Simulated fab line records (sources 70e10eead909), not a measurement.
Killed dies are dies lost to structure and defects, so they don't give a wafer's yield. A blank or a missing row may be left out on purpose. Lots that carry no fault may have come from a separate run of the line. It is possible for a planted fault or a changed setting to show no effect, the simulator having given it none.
Which tool was responsible? ; flow nandHarc ; 14 lots, 42 wafers sampled, at 5 steps of a route of 1159

WHAT THE GAUGES SHOWED, per wafer
NHARC_A_SGD_CUT_INSPECT_11. Usual: rawDefectCount reads 18 (standard deviation 8.6).
lot;measured;on;rawDefectCount;flag
L188;day 14 21:46;defectInspect-02;11 8 10;
L189;day 14 21:48;defectInspect-01;25 31 19;
L190;day 14 23:11;defectInspect-02;15 17 25;
L191;day 14 23:20;defectInspect-02;16 10 13;
L193;day 15 09:56;defectInspect-02;8 9 12;
L200;day 17 00:14;defectInspect-01;13 8 11;
L198;day 17 07:32;defectInspect-01;26 25 26;
L204;day 17 21:01;defectInspect-01;28 28 18;
L206;day 17 22:27;defectInspect-02;33 24 31;
L205;day 17 23:07;defectInspect-01;11 14 19;
L207;day 18 08:59;defectInspect-02;27 29 29;
L209;day 18 21:20;defectInspect-02;17 20 13;
L208;day 18 21:41;defectInspect-02;30 27 29;
L210;day 19 23:08;defectInspect-02;7 8 11;

NHARC_A_SLIT_INSPECT_11. Usual: rawDefectCount reads 21 (standard deviation 8.2).
lot;measured;on;rawDefectCount;flag
L188;day 15 08:34;defectInspect-01;7 10 14;
L189;day 15 09:16;defectInspect-02;26 35 27;
L190;day 15 10:38;defectInspect-02;21 21 26;
L191;day 15 09:35;defectInspect-02;20 17 19;
L193;day 16 01:06;defectInspect-01;6 13 13;
L200;day 17 11:14;defectInspect-02;18 18 21;
L198;day 17 17:05;defectInspect-02;24 26 31;
L204;day 18 14:38;defectInspect-01;30 37 21;
L206;day 18 15:54;defectInspect-02;32 24 33;
L205;day 18 16:44;defectInspect-01;9 16 20;
L207;day 18 21:38;defectInspect-02;28 37 32;
L209;day 19 08:09;defectInspect-01;12 26 17;
L208;day 19 07:23;defectInspect-01;29 30 30;
L210;day 20 09:16;defectInspect-01;10 17 12;

NHARC_END_SORT_01. Usual: killedAtArray 29, standard deviation 9.4; killedAtOther 0.7, standard deviation 1.3; killedAtPeriphery 2.9, standard deviation 2.1; killedDies 32, standard deviation 9; killedOpen 3.3, standard deviation 1.8; killedShort 1.9, standard deviation 1.4.
lot;measured;on;killedAtArray;killedAtOther;killedAtPeriphery;killedDies;killedOpen;killedShort;flag
L188;day 21 00:12;prober-01;24 24 26;1 0 0;4 4 4;29 28 30;0 4 5;1 3 0;
L189;day 20 09:17;prober-01;27 34 26;0 2 1;4 5 2;31 41 29;2 6 7;3 1 0;
L190;day 21 09:22;prober-02;16 21 27;0 0 0;2 0 2;18 21 29;2 3 5;1 1 1;
L191;day 20 23:13;prober-02;37 33 30;0 1 1;2 1 1;39 35 32;3 4 4;1 1 1;
L193;day 21 23:13;prober-02;18 22 14;2 0 3;6 6 7;26 28 24;4 7 3;5 4 1;
L200;day 22 17:11;prober-01;669 670 672;1 2 1;7 5 4;677 677 677;3 7 4;2 1 0;OFF
L198;day 22 15:31;prober-02;676 676 677;0 0 0;1 1 0;677 677 677;4 2 5;2 1 1;OFF
L204;day 23 21:34;prober-02;25 33 22;0 2 2;6 2 1;31 37 25;2 3 3;3 5 1;
L206;day 23 20:46;prober-01;29 30 30;0 2 1;1 3 2;30 35 33;4 8 6;3 0 2;
L205;day 24 11:31;prober-02;34 41 37;0 0 1;2 2 2;36 43 40;2 3 2;2 3 2;
L207;day 24 19:19;prober-02;28 31 36;0 0 0;1 5 3;29 36 39;5 6 6;2 1 1;
L209;day 24 11:40;prober-01;14 23 19;1 0 1;0 7 7;15 30 27;2 3 6;3 5 4;
L208;day 24 20:14;prober-01;47 42 47;0 0 0;2 5 2;49 47 49;2 7 3;1 1 3;
L210;day 25 03:25;prober-02;37 38 42;0 0 0;1 2 1;38 40 43;6 1 7;1 1 0;

TOOL THAT RAN EACH LOT (tool first, then ch and the chambers of the sampled wafers, then the start)
lot;NHARC_A_SGD_CUT_DEP_00;NHARC_A_SLIT_DEP_23
L188;pecvd-01 ch 0,2, day 14 21:05;pecvd-04 ch 0,2, day 15 07:53
L189;pecvd-04 ch 0,1,2, day 14 21:07;pecvd-03 ch 0,2, day 15 08:29
L190;pecvd-04 ch 0,1,2, day 14 22:25;pecvd-03 ch 0,1,2, day 15 09:55
L191;pecvd-01 ch 1,2, day 14 22:31;pecvd-03 ch 0,1,2, day 15 08:48
L193;pecvd-04 ch 0,1,2, day 15 09:13;pecvd-02 ch 1,2, day 16 00:25
L200;pecvd-02 ch 0,1,2, day 16 23:28;pecvd-02 ch 0,1,2, day 17 10:31
L198;pecvd-02 ch 1,2, day 17 06:41;pecvd-03 ch 1,2, day 17 16:24
L204;pecvd-02 ch 0,2, day 17 20:17;pecvd-03 ch 1,2, day 18 13:57
L206;pecvd-02 ch 0,1,2, day 17 21:36;pecvd-04 ch 0,1, day 18 15:09
L205;pecvd-04 ch 0,2, day 17 22:16;pecvd-02 ch 0,1,2, day 18 15:55
L207;pecvd-04 ch 0,1,2, day 18 08:07;pecvd-03 ch 0,1, day 18 20:58
L209;pecvd-04 ch 1,2, day 18 20:37;pecvd-04 ch 0,2, day 19 07:21
L208;pecvd-04 ch 0,1,2, day 18 20:52;pecvd-04 ch 0,1,2, day 19 06:38
L210;pecvd-04 ch 0,1,2, day 19 22:09;pecvd-02 ch 0,1,2, day 20 08:27
- NHARC_A_SGD_CUT_DEP_00: deposits SiNx, target thk 50 nm.
- NHARC_A_SLIT_DEP_23: deposits SiON, target thk 100 nm.

AS READ BY THE TOOLS THEMSELVES (means over the sampled wafers that have a number; for cases with no such wafer, the mark the record gives instead)
NHARC_A_SGD_CUT_DEP_00. Usual: heaterPowerOuterW 407 W, standard deviation 56; heaterPowerW 681 W, standard deviation 83.
lot;tool;heaterPowerOuterW (W);heaterPowerW (W);flag
L188;pecvd-01;390;657;
L189;pecvd-04;375;628;
L190;pecvd-04;354;598;
L191;pecvd-01;389;647;
L193;pecvd-04;416;671;
L200;pecvd-02;431;733;
L198;pecvd-02;390;700;
L204;pecvd-02;455;741;
L206;pecvd-02;453;749;
L205;pecvd-04;365;594;
L207;pecvd-04;342;584;
L209;pecvd-04;406;681;
L208;pecvd-04;386;639;
L210;pecvd-04;419;689;

NHARC_A_SLIT_DEP_23. Usual: chamberPressureTorr 3.501 Torr, standard deviation 0.0083; heaterPowerOuterW 437 W, standard deviation 62; heaterPowerW 720 W, standard deviation 89.
lot;tool;chamberPressureTorr (Torr);heaterPowerOuterW (W);heaterPowerW (W);flag
L188;pecvd-04;3.508;401;647;
L189;pecvd-03;3.496;431;663;
L190;pecvd-03;3.500;408;675;
L191;pecvd-03;3.507;397;668;
L193;pecvd-02;3.503;413;724;
L200;pecvd-02;-;-;-;OFF
L198;pecvd-03;-;-;-;OFF
L204;pecvd-03;3.503;380;658;
L206;pecvd-04;3.505;375;616;
L205;pecvd-02;3.501;468;761;
L207;pecvd-03;3.492;402;616;
L209;pecvd-04;3.503;424;681;
L208;pecvd-04;3.505;441;707;
L210;pecvd-02;3.498;453;751;

THE ANSWER, worked out from the rows above alone
Rule: a lot is off if the mean of its wafers that have a number lies more than 3 standard deviations from the usual mean. Also off: a lot with no number at a reading for which 4 or more lots have one. All remaining lots with rows at the step are treated as sound. After the gauges, taken in route order, come the tools' own readings; for these a lot's mean is taken, as printed above. The first step at which some lot is off is used, and at that step the reading that is off furthest; a lot without a number counts as furthest.
Off: L200, L198 (NHARC_END_SORT_01, killedDies).
If a tool, at a process step before that reading, ran all the lots that are off and no sound lot after the first of them, it fits. The gauges at NHARC_END_SORT_01 aren't tried: what is off there is off at NHARC_A_SLIT_DEP_23 too, on other tools, and a gauge's error can't cause that. None of those tried fits.

WHAT THE SIMULATOR HAD INSERTED
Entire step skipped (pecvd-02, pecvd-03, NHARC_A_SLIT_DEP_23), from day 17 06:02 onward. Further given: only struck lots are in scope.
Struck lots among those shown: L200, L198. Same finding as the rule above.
